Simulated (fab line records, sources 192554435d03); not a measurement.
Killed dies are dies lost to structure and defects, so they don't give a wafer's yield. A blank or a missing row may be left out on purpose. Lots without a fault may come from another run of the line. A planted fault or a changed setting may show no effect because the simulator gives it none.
A struck lot beside a sound one | flow n5_finfet | 14 steps out of a route of 1938
Sound: wafers L450.2, L450.3, L450.4. Struck: wafers L444.2, L444.4, L444.6. The cause comes at the end.
At each step with rows: each side's tool, then ch and its chambers, then its first start. Under that, the readings that differ: sound wafers | struck wafers | difference of the means | sigmas: that difference in standard deviations of wafers without a fault.
alike: readings whose means differ by less than 2 such deviations, and words and numbers that are the same on both sides. not compared: withheld readings, readings that some wafer has no value for, bounds like >300 that may hide the same value, and numbers for which the record gives no deviation and whose values overlap.
The two part at a step that has a row with sigmas, a row that says differs or no value, or rows on one side only. Numbers that don't overlap but have no deviation are shown without sigmas and don't part them. A reading that every wafer of one side lacks parts them only if that side has two wafers or more.

first, 1 step without rows for these wafers: N5_BEOL_M1_STRIP_75 (strips in N2/H2).
N5_BEOL_M1_STRIP_66: strips in CF4.
  sound on rie_diel-04 ch 0,2,3, day 10 00:48; struck on rie_diel-02 ch 1,2,3, day 8 15:10
  alike: drypump_motor_current_A, oes_product_au, rf_vpp_V, showerhead_plenum_p_Torr, throttle_valve_pct
  not compared: rf_hours_counter_h
N5_BEOL_M1_HM_OPEN_17: chemistry Cl2/BCl3, target TiN, target depth 20 nm, overetch 6 nm.
  sound on rie_metal-01 ch 0,1, day 10 00:50; struck on rie_metal-01 ch 0,1, day 8 15:12
  alike: drypump_motor_current_A, oes_product_au, throttle_valve_pct
  not compared: rf_hours_counter_h
N5_BEOL_M1_STRIP_19: strips in O2.
  sound on rie_diel-02 ch 1,2,3, day 10 00:57; struck on rie_diel-04 ch 0,1, day 8 15:19
  alike: drypump_motor_current_A, oes_product_au, rf_vpp_V, showerhead_plenum_p_Torr, throttle_valve_pct
  not compared: rf_hours_counter_h
N5_BEOL_M1_CD_MEAS_18: pitch 36 nm, target cd 18 nm.
  sound on cd_sem-03, day 10 01:01; struck on cd_sem-02, day 8 15:23
  alike: cd_nm
then, 7 steps without rows for these wafers: N5_BEOL_M1_COAT_67 (time 60 s, resist thk 60 nm); N5_BEOL_M1_COAT_68 (time 60 s, resist thk 12 nm); N5_BEOL_M1_COAT_76 (time 60 s, resist thk 5 nm); N5_BEOL_M1_COAT_22 (resist thk 30 nm); N5_BEOL_M1_EBR_24; N5_BEOL_M1_SOFTBAKE_23 (time 60 s); N5_BEOL_M1_EXPOSE_25 (exposes mask V0, defocus 5 nm, target cd 24 nm).
N5_BEOL_M1_PEB_26: peb time 60 s.
  sound on litho_track-04 ch 0, day 10 01:24; struck on litho_track-04, day 8 15:46
  no value came back on the struck wafers for chill_plate_temp_C (C), exhaust_pa (Pa); on the sound wafers chill_plate_temp_C (C) reads 23.11 23.03 23.19
then, 1 step without rows for these wafers: N5_BEOL_M1_DEVELOP_27 (develop time 30 s).

WHERE THEY PART
Only at N5_BEOL_M1_PEB_26, within this record.

WHY: what the simulator had put in
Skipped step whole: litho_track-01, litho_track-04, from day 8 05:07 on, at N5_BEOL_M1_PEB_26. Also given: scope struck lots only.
